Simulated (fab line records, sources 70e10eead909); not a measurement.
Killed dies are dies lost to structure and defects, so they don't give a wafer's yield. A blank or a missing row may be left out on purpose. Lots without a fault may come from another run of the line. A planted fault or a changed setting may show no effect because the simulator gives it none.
fab line records | flow nand_harc
record lots=6 wafers=18 last_day=33
route steps=1302 shown P_STI@77 END@1302
lots that met no fault: from a run of the same line without faults
start_h: hours from the record's first day to the start of the lot's first wafer shown | wait_h: hours since the lot's step before | " the same as in the row above | L1.1+2: a row that stands for several wafers | - no value, or no start given | * or withheld: withheld | < > ~ a bound
route shown NAME@n: a module of which the file shows steps, and the number in the route of the first | usual: mean/standard deviation of fault-free wafers | same: alike in all rows | chamber/n: place in a boat | sites: the reading at each site | _std_site: their standard deviation | _edge_site: outer sites' mean less inner sites' | radius_mm: how far each site lies from the wafer's centre | mask NAME#n: copy n | behind: the tool/chamber that last shaped the wafer | hold: why the lot was held/for how many hours/how that ended | device: the transistor (n, p or np) that didn't switch | end of line: the same wafers' tests at the end of the route | a step without rows: its recipe alone | killed: dies lost to structure and defects at the first sort, not the wafer's yield | map: a wafer's dies, x killed, . not, _ none there
set.NAME: the setting as run; set.NAME@STEP: as run at that earlier step | model.NAME: the simulator's own value behind a step, which no gauge read
lots at some steps of the route; a table a step, a row a wafer
services: from which hour (start_h, from the record's first day; less than 0 if before it) a tool's chamber was out of use, for how many hours, and why
## steps
# step NHARC_P_STI_COAT_03
# recipe spin_rpm=2000 resist_thk_nm=600
# step NHARC_P_STI_SOFTBAKE_04
# recipe temp_c=125 time_s=70
# step NHARC_P_STI_EBR_05
# step NHARC_P_STI_EXPOSE_06
# recipe na=0.55 target_cd_nm=200 dose_mj=37.69 mask_id=P_STI
# step NHARC_P_STI_PEB_07
# recipe peb_temp_c=128 peb_time_s=80
# step NHARC_P_STI_DEVELOP_08
# recipe time_s=50 dev_temp_c=22
# step NHARC_P_STI_CD_MEAS_09
# recipe target_cd_nm=200 landing_energy_ev=500
# usual cd_nm=201.5/1.9
# columns lot.wafer tool chamber start_h wait_h cd_nm
L106.1 cd_sem-03 0 75.11 - 203.9
L106.2 " 0 " " 197.8
L106.5 " 0 " " 202.0
L113.1 cd_sem-03 0 143.99 - 202.2
L113.2 " 0 " " 204.2
L113.4 " 0 " " 203.7
L121.1 cd_sem-03 0 223.69 - 202.1
L121.2 " 0 " " 203.4
L121.5 " 0 " " 202.8
L123.3 cd_sem-01 0 246.74 - 199.4
L123.4 " 0 " " 199.1
L123.6 " 0 " " 201.5
L124.1 cd_sem-03 0 252.66 - 203.0
L124.2 " 0 " " 203.1
L124.3 " 0 " " 200.9
L125.1 cd_sem-02 0 262.10 - 201.4
L125.4 " 0 " " 203.9
L125.6 " 0 " " 200.2
# step NHARC_P_STI_OVL_MEAS_10
# usual overlay_x_nm=-2/5.8 overlay_y_nm=-1/5.5
# columns lot.wafer tool chamber start_h wait_h overlay_x_nm overlay_y_nm
L106.1 overlay-01 - 75.20 - -7 -2
L106.2 " - " " -8 -2
L106.5 " - " " -8 -2
L113.1 overlay-02 - 144.08 - 1 1
L113.2 " - " " 2 1
L113.4 " - " " 1 0
L121.1 overlay-02 - 223.78 - -5 -11
L121.2 " - " " -5 -10
L121.5 " - " " -6 -10
L123.3 overlay-02 - 246.82 - 0 -2
L123.4 " - " " 1 -3
L123.6 " - " " 1 -3
L124.1 overlay-02 - 252.75 - -4 -3
L124.2 " - " " -4 -3
L124.3 " - " " -4 -3
L125.1 overlay-01 - 262.19 - -2 6
L125.4 " - " " -2 6
L125.6 " - " " -2 6
# step NHARC_P_STI_INSPECT_11
# usual raw_defect_count=6/3.1
# columns lot.wafer tool chamber start_h wait_h raw_defect_count
L106.1 defect_inspect-02 - 75.23 0.0 3
L106.2 " - " " 1
L106.5 " - " " 6
L113.1 defect_inspect-02 - 144.12 0.0 4
L113.2 " - " " 11
L113.4 " - " " 8
L121.1 defect_inspect-02 - 223.81 0.0 4
L121.2 " - " " 3
L121.5 " - " " 6
L123.3 defect_inspect-02 - 246.86 0.0 6
L123.4 " - " " 1
L123.6 " - " " 8
L124.1 defect_inspect-02 - 252.79 0.0 7
L124.2 " - " " 7
L124.3 " - " " 10
L125.1 defect_inspect-01 - 262.23 0.0 6
L125.4 " - " " 5
L125.6 " - " " 4
# step NHARC_P_STI_HARDBAKE_13
# recipe temp_c=118 time_s=65
# step NHARC_P_STI_DESCUM_14
# recipe time_s=3 o2_flow_sccm=200 ar_flow_sccm=0 bias_power_w=0 chemistry=O2
# usual drypump_motor_current_A=5.7/0.45 oes_product_au=0.999/0.0087 rf_vpp_V=58.0/0.9 showerhead_plenum_p_Torr=1.96/0.068 throttle_valve_pct=11.311/0.0099
# columns lot.wafer tool chamber start_h wait_h drypump_motor_current_A oes_product_au rf_hours_counter_h rf_vpp_V showerhead_plenum_p_Torr throttle_valve_pct
L106.2 rie_diel-05 1 75.37 - 6.3 0.993 1 58.1 1.95 11.326
L106.1 " 3 " " 5.3 0.990 1 58.3 1.87 11.327
L106.5 " 2 " " 5.5 0.993 - 60.1 1.99 11.310
L113.4 rie_diel-04 1 144.25 - 6.2 1.011 7 58.7 2.01 11.302
L113.2 " 2 " " 5.4 1.009 7 57.2 2.03 11.306
L113.1 " 0 " " 5.1 1.000 7 56.9 2.04 11.323
L121.2 rie_diel-05 3 223.95 - 5.3 0.996 8 59.2 1.87 11.319
L121.1 " 1 " " 6.3 0.989 7 57.2 1.95 11.305
L121.5 " 3 " " 5.3 0.988 - 56.6 1.87 11.313
L123.4 rie_diel-05 2 247.00 - 5.5 1.000 0 56.7 1.98 11.298
L123.3 " 0 " " 5.4 1.017 0 58.2 1.88 11.315
L123.6 " 2 " " 5.5 0.994 - 57.9 1.98 11.324
L124.1 rie_diel-04 2 252.92 - 5.4 0.994 4 58.7 2.03 11.289
L124.2 " 0 " " 5.1 0.998 3 58.7 2.04 11.325
L124.3 " 1 " " 6.2 1.013 3 58.3 2.01 11.304
L125.4 rie_diel-06 1 262.36 - 5.7 1.004 9 57.8 2.03 11.307
L125.1 " 0 " " 6.5 0.988 9 57.5 1.84 11.307
L125.6 " 1 " " 5.8 1.011 - 56.5 2.03 11.307
# step NHARC_P_STI_ETCH_42
# recipe target_depth_a=800 overetch_a=240 time_s=61 ion_energy_ev=200 n2_flow_sccm=150 h2_flow_sccm=150 ar_flow_sccm=0 rf_w=400 bias_w=150 chemistry=N2/H2
# usual drypump_motor_current_A=5.7/0.44 n2_flow_sccm=149.9/0.42 oes_product_au=0.998/0.0087 rf_fwd_power_W=395.2/1.5 rf_vpp_V=432.0/2.3 run_length_s=82.2/0.35 showerhead_plenum_p_Torr=2.09/0.074 throttle_valve_pct=14.172/0.009
# columns lot.wafer tool chamber start_h wait_h drypump_motor_current_A n2_flow_sccm oes_product_au rf_fwd_power_W rf_hours_counter_h rf_vpp_V run_length_s showerhead_plenum_p_Torr throttle_valve_pct
L106.2 rie_diel-05 0 75.46 0.1 5.4 149.1 0.994 393.6 1 431.6 82.2 2.01 14.190
L106.1 " 1 " " 6.3 149.9 0.988 396.0 1 432.5 81.9 2.08 14.192
L106.5 " 3 " " 5.3 149.8 0.982 397.1 - 430.5 82.1 1.99 14.161
L113.2 rie_diel-04 0 144.34 0.1 5.1 149.9 0.995 395.8 7 435.1 82.5 2.18 14.183
L113.1 " 2 " " 5.4 149.5 0.991 397.1 7 434.1 82.8 2.17 14.167
L113.4 " 3 " " 6.1 150.0 1.022 395.4 7 428.7 82.1 2.01 14.186
L121.2 rie_diel-05 1 224.03 0.1 6.3 150.4 0.993 396.3 7 431.6 82.1 2.08 14.183
L121.1 " 0 " " 5.5 149.9 1.005 393.9 8 430.6 81.8 2.00 14.176
L121.5 " 1 " " 6.3 149.7 0.992 396.2 - 430.9 82.1 2.08 14.178
L123.4 rie_diel-05 2 247.07 0.1 5.5 150.1 1.002 395.6 0 432.4 81.9 2.12 14.164
L123.3 " 3 " " 5.3 150.4 0.989 394.9 0 429.6 82.4 1.99 14.166
L123.6 " 2 " " 5.5 150.1 0.993 396.2 - 432.1 81.6 2.12 14.152
L124.2 rie_diel-04 0 253.01 0.1 5.1 149.8 0.994 394.7 3 434.7 82.2 2.18 14.172
L124.1 " 1 " " 6.2 149.6 1.003 395.4 3 433.8 82.7 2.15 14.174
L124.3 " 3 " " 6.1 149.3 0.997 395.0 4 429.7 81.8 2.01 14.185
L125.1 rie_diel-06 2 262.45 0.1 6.2 150.0 1.007 390.8 10 435.1 82.6 2.15 14.162
L125.4 " 3 " " 5.3 149.9 0.987 399.4 9 434.9 82.0 2.15 14.170
L125.6 " 2 " " 6.2 149.9 1.011 392.6 - 432.7 82.6 2.15 14.158
# step NHARC_P_STI_ETCH_31
# recipe target_depth_a=1089 time_s=54.5 cf4_flow_sccm=100 chf3_flow_sccm=30 ar_flow_sccm=0 rf_w=500 bias_w=200 chemistry=CF4/CHF3
# usual drypump_motor_current_A=5.7/0.44 oes_product_au=0.955/0.02 rf_fwd_power_W=493.7/2 rf_vpp_V=371.7/1.9 run_length_s=75.7/0.32 showerhead_plenum_p_Torr=1.61/0.054 throttle_valve_pct=16.803/0.0093
# columns lot.wafer tool chamber start_h wait_h drypump_motor_current_A oes_product_au rf_fwd_power_W rf_hours_counter_h rf_vpp_V run_length_s showerhead_plenum_p_Torr throttle_valve_pct
L106.1 rie_diel-05 3 75.54 - 5.4 0.964 493.5 1 372.0 75.8 1.54 16.800
L106.2 " 1 " " 6.3 0.954 492.5 1 371.5 75.7 1.60 16.802
L106.5 " 3 " " 5.4 0.986 492.6 - 369.3 75.7 1.54 16.803
L113.2 rie_diel-04 1 144.42 - 6.2 0.972 495.5 7 372.2 75.5 1.65 16.807
L113.4 " 2 " " 5.4 0.963 496.6 7 373.0 76.3 1.67 16.786
L113.1 " 3 " " 6.1 0.995 495.6 7 369.1 75.1 1.55 16.792
L121.1 rie_diel-05 0 224.12 - 5.4 0.988 - 8 371.2 64.8 1.55 16.807
L121.2 " 1 " " 6.3 0.963 491.5 7 371.8 75.3 1.60 16.807
L121.5 " 0 " " 5.5 0.984 - - 369.7 65.2 1.55 16.803
L123.3 rie_diel-05 3 247.16 - 5.3 0.970 491.2 0 370.1 75.6 1.54 16.800
L123.4 " 2 " " 5.5 0.965 490.9 0 372.5 75.8 1.63 16.805
L123.6 " 0 " " 5.5 1.000 - - 371.2 64.9 1.55 16.798
L124.3 rie_diel-04 1 253.10 - 6.2 0.992 491.1 3 373.0 76.1 1.65 16.800
L124.2 " 2 " " 5.4 0.959 494.6 4 374.1 75.6 1.67 16.808
L124.1 " 3 " " 6.1 0.958 497.4 4 369.1 75.2 1.55 16.778
L125.1 rie_diel-06 1 262.54 - 5.7 0.936 495.3 9 373.3 76.1 1.66 16.815
L125.4 " 3 " " 5.3 0.925 498.8 9 372.7 75.7 1.65 16.817
L125.6 " 1 " " 5.7 0.936 494.4 - 373.3 75.9 1.66 16.801
# step NHARC_P_STI_ETCH_15
# recipe target_depth_a=3000 taper_deg=4 time_s=100.1 hbr_flow_sccm=150 cl2_flow_sccm=50 rf_w=400 icp_w=400 bias_w=100 chemistry=HBr/Cl2
# usual drypump_motor_current_A=5.8/0.5 mfc_cl2_sccm=49.99/0.15 oes_product_au=1.003/0.011 rf_fwd_power_W=397.6/1.4 throttle_valve_pct=26.406/0.0087
# columns lot.wafer tool chamber start_h wait_h drypump_motor_current_A mfc_cl2_sccm oes_product_au rf_fwd_power_W rf_hours_counter_h throttle_valve_pct
L106.1 rie_si-05 0 75.66 - 6.1 49.97 1.009 398.5 0.78 26.408
L106.2 " 2 " " 6.1 49.89 1.014 397.5 0.80 26.421
L106.5 " 0 " " 6.1 50.12 1.008 397.6 - 26.406
L113.1 rie_si-06 3 144.53 - 6.1 49.90 0.986 397.5 0.36 26.404
L113.4 " 0 " " 6.7 50.15 1.014 399.3 0.36 26.402
L113.2 " 2 " " 5.9 49.95 1.018 396.8 0.34 26.411
L121.2 rie_si-05 1 224.24 - 6.3 49.80 0.993 396.8 0.52 26.411
L121.1 " 2 " " 6.0 49.94 1.001 398.0 0.50 26.409
L121.5 " 1 " " 6.3 49.82 0.994 397.9 - 26.394
L123.4 rie_si-04 2 247.28 - 5.0 50.05 1.012 400.1 0.48 26.407
L123.3 " 0 " " 5.5 50.19 1.010 397.0 0.40 26.416
L123.6 " 1 " " 6.1 49.88 1.001 397.8 - 26.401
L124.1 rie_si-05 1 253.20 - 6.3 49.92 0.992 397.9 0.82 26.407
L124.3 " 2 " " 6.1 50.17 1.010 399.8 0.83 26.405
L124.2 " 3 " " 5.1 50.07 1.001 395.6 0.85 26.418
L125.1 rie_si-04 3 262.64 - 5.7 49.83 1.000 397.1 0.56 26.412
L125.4 " 2 " " 4.9 49.92 1.014 397.7 0.62 26.413
L125.6 " 0 " " 5.5 49.91 0.997 394.6 - 26.409
# step NHARC_END_SORT_01
# recipe temp_c=25
# usual killed_at_array=52/18 killed_at_other=1.2/1.5 killed_at_periphery=4/3.2 killed_dies=57/17 killed_open=3.1/1.9 killed_short=2.5/1.7
# same gross_dies=677
# columns lot.wafer tool chamber start_h wait_h killed_at_array killed_at_other killed_at_periphery killed_dies killed_open killed_short
L113.1 prober-02 0 663.56 2.5 50 2 1 53 10 1
L113.2 prober-02 0 664.35 2.8 41 0 4 45 5 3
L113.4 prober-02 0 665.93 3.4 44 3 3 50 0 4
L121.1 prober-01 0 739.21 2.5 78 1 217 296 2 4
L121.2 prober-01 0 740.01 2.8 55 3 2 60 3 3
L121.5 prober-01 0 742.39 3.7 67 1 254 322 3 2
L123.3 prober-02 0 783.13 3.1 53 1 9 63 3 3
L123.4 prober-02 0 783.94 3.4 61 3 7 71 3 4
L123.6 prober-02 0 785.56 4.0 75 3 215 293 3 1
# killed by level:class
L113.1 A_CHANNEL_HOLE_D1:chamber_film_flake=24 A_CONTACT:chamber_film_flake=11 A_CHANNEL_HOLE_D2:chamber_film_flake=4 A_CHANNEL_FILL_D2:geometric_particle:open=3 A_SOURCE_PLATE:geometric_particle:open=2 A_WL_FILL:chamber_film_flake=2 P_M0:geometric_particle:open=1 A_ONON_D1:geometric_particle:open=1
L113.2 A_CHANNEL_HOLE_D1:chamber_film_flake=22 A_CHANNEL_HOLE_D2:chamber_film_flake=3 P_ZERO_WELL:chamber_film_flake=2 A_CHANNEL_FILL_D1:chamber_film_flake=2 A_STAIRCASE:chamber_film_flake=2 A_CONTACT:chamber_film_flake=2 A_BONDPAD:chamber_film_flake=2 P_CONTACT:geometric_particle:open=1
L113.4 A_CHANNEL_HOLE_D1:chamber_film_flake=31 A_CONTACT:chamber_film_flake=8 A_CHANNEL_HOLE_D2:chamber_film_flake=3 THIN_TSV:chamber_film_flake=3 P_STI:geometric_particle:short=2 A_DECK1_JOINT:geometric_particle:short=1 A_M0:geometric_particle:short=1 P_ZERO_WELL:chamber_film_flake=1
L121.1 P_STI:area_etch=217 A_CHANNEL_HOLE_D1:chamber_film_flake=26 A_CHANNEL_HOLE_D2:chamber_film_flake=23 A_CONTACT:chamber_film_flake=9 A_SLIT:chamber_film_flake=6 A_WL_FILL:chamber_film_flake=4 A_STAIRCASE:chamber_film_flake=2 A_SOURCE_PLATE:geometric_particle:short=1
L121.2 A_CHANNEL_HOLE_D2:chamber_film_flake=23 A_CHANNEL_HOLE_D1:chamber_film_flake=13 A_CONTACT:chamber_film_flake=7 A_SLIT:chamber_film_flake=4 THIN_TSV:chamber_film_flake=3 A_SOURCE_PLATE:geometric_particle:open=1 A_CHANNEL_HOLE_D1:geometric_particle:short=1 A_CHANNEL_FILL_D1:geometric_particle:open=1
L121.5 P_STI:area_etch=252 A_CHANNEL_HOLE_D1:chamber_film_flake=32 A_CHANNEL_HOLE_D2:chamber_film_flake=23 A_WL_FILL:chamber_film_flake=3 A_CONTACT:chamber_film_flake=3 A_STAIRCASE:chamber_film_flake=2 P_CONTACT:geometric_particle:open=1 P_M1:geometric_particle:open=1
L123.3 A_SLIT:chamber_film_flake=22 A_CHANNEL_HOLE_D2:chamber_film_flake=20 P_GATE:chamber_film_flake=8 A_CONTACT:chamber_film_flake=3 A_ZERO_WELL:chamber_film_flake=2 P_CONTACT:geometric_particle:open=1 A_ONON_D1:geometric_particle:open=1 A_ONON_D1:geometric_particle:short=1
L123.4 A_CHANNEL_HOLE_D2:chamber_film_flake=23 A_SLIT:chamber_film_flake=17 P_GATE:chamber_film_flake=5 A_CONTACT:chamber_film_flake=4 A_STAIRCASE:chamber_film_flake=4 THIN_TSV:chamber_film_flake=3 A_DECK1_JOINT:geometric_particle:short=2 P_STI:chamber_film_flake=2
L123.6 P_STI:area_etch=209 A_CHANNEL_HOLE_D2:chamber_film_flake=31 A_SLIT:chamber_film_flake=29 A_CONTACT:chamber_film_flake=7 P_GATE:chamber_film_flake=5 THIN_TSV:chamber_film_flake=3 A_STAIRCASE:chamber_film_flake=3 P_M0:geometric_particle:open=1
# map L121.5 (x killed, . not)
____________.____________
_________.x....._________
_______..........._______
______x.xx..xx.....______
_____..x.x..x......._____
____....xxxx.x.x.x.x.____
____..x.......x....xx____
___.....xx..xxx.x....x___
___....xx..xxxxx..xxxx___
__...x...x.x.x.xx..xxx.__
__..x..xx.x.x.x..xxxxxx__
_x...xx..xx.x.xxxxxxxx.x_
_.x..xx....xx.xxxxxxxx.._
_.x.x...xxxx.x..xxxxxx.x_
_.xx.x.xx..x.x.x.xxx.x.._
_x.xxxxx.xx.xxxxxxx..x.._
.xx.xxxxxxxxx......x.x...
..xx.xx.xxxx.xx.xx.......
..xxxxxxx..xxxxxxxxx.....
..xx..xx.xxxxx.xx...x....
xx.x.xxxx..xxxxxxxxx.x...
_x.xxxxxxxx...xxxx......_
_xxxxxx..x.xxxxxxx.x...._
_.xx..x.xx....x....x...._
_xx..xxxx.xxx....xx....._
_..x..xxxxxxx.x...x....._
__.xx....x.xxxx...x....__
__....xxxx.xx..x.x.....__
___xx.....xx.x.x..x..x___
___...xx.x..xxxx...x..___
____......xx.x.x.....____
____...x..x.xx.xxx...____
_____.......x.xxx..._____
______xx.x..xxxxx..______
_______..x.xx.x.xx_______
_________...xxxx_________
____________x____________
# map L123.6 (x killed, . not)
____________x____________
_________.xx...._________
_______..xx..x...._______
______........x....______
_____........xx....._____
____....x....xxx.x...____
____.x.....x......x..____
___.x...x...xx.....x..___
___.........x...xx....___
__..xx..x..x.x.x.x.x...__
__...xx..x...xxx.xx...x__
_....x.xxxxx.xxxx.x..x.._
_.....xxxxx.x..........._
_...xxxxx.x.xxx.x...xxx._
_.xxxxxxx.xx.xxx.x..x..._
_x.x.x.xxxxxxx.....x...._
..xx.xxxxxx.x.xxxx..x....
xx...xxx.xx.xxxx.xxx.x...
.xxx.xxx.....xxxx...xx...
..x.x..xxxx...xxx.x....x.
x..x.xx.xxxx.xx..x.x.x..x
_..xx..x...xxxxx.....x.._
_xx..xxx.x.x.xx..x......_
_....x..xx.xx...xxx..x.._
_.x.xxxx.x...xxx.xxx.x.x_
_.xx.xx.xxxxxxx.xx..x..._
__...xxx.....x......x..__
__x..xxxx.x..x..x...x..__
___.xxx.x.xxxx..xx.x..___
___.x.x...x..xxxx.....___
____.....xx...xx.....____
____x......x.xxxxx...____
_____...xxxxxxx....._____
______.xxxxxxxxxxx.______
_______xx..xxxxxx._______
_________....xxx_________
____________x____________
## services
# columns tool chamber start_h hours kind
rie_diel-05 - 52.60 9.0 pm
rie_diel-05 0 52.60 14.3 vent_cycle
rie_si-04 0 68.48 1.2 repair
rie_si-06 - 72.00 9.0 pm
rie_diel-05 1 76.13 22.1 repair
rie_si-05 0 82.81 1.0 repair
rie_diel-05 - 95.25 0.4 repair
rie_diel-04 3 119.86 4.6 repair
rie_si-05 - 128.00 9.0 pm
rie_diel-06 - 130.20 9.0 pm
rie_si-06 - 145.72 7.3 repair
rie_diel-06 - 152.03 5.1 repair
rie_si-05 2 161.21 9.8 repair
rie_si-04 - 165.00 9.0 pm
rie_si-06 - 168.84 0.3 repair
rie_si-05 3 177.51 1.8 repair
rie_diel-04 - 177.90 9.0 pm
rie_diel-05 1 191.23 5.5 repair
rie_si-04 3 193.27 2.5 repair
rie_diel-06 1 226.15 4.3 repair
rie_diel-06 - 226.25 0.2 repair
rie_diel-05 - 229.60 9.0 pm
rie_si-06 - 249.00 9.0 pm
rie_diel-05 3 260.30 22.7 repair
## key
first_sign step=NHARC_P_STI_ETCH_31 reading=run_length_s direction=down sigmas=33 usual=* struck=*
effect step=NHARC_END_SORT_01 reading=killed_at_periphery direction=up sigmas=71 usual=4 struck=229
more_kills_born_at NHARC_P_STI_ETCH_31@rie_diel-05=678
met_at NHARC_P_STI_ETCH_31
struck_wafers L121.1,L121.5,L123.6
tester_left_out L121,L123
fault kind=process_parameter_drift tool=rie_diel-05 chamber=0 onset_h=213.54 steps=NHARC_P_STI_ETCH_31 channel=time_s offset=* shape=step end_h=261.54 acts_in=* stated=*
# tester_left_out: of these lots the tester's yield and bins aren't shown, on N5 and GAA mostly nor the transistor test; their killed dies are dies lost to structure and defects alone, not to doping, threshold or leakage, so they don't give the yield
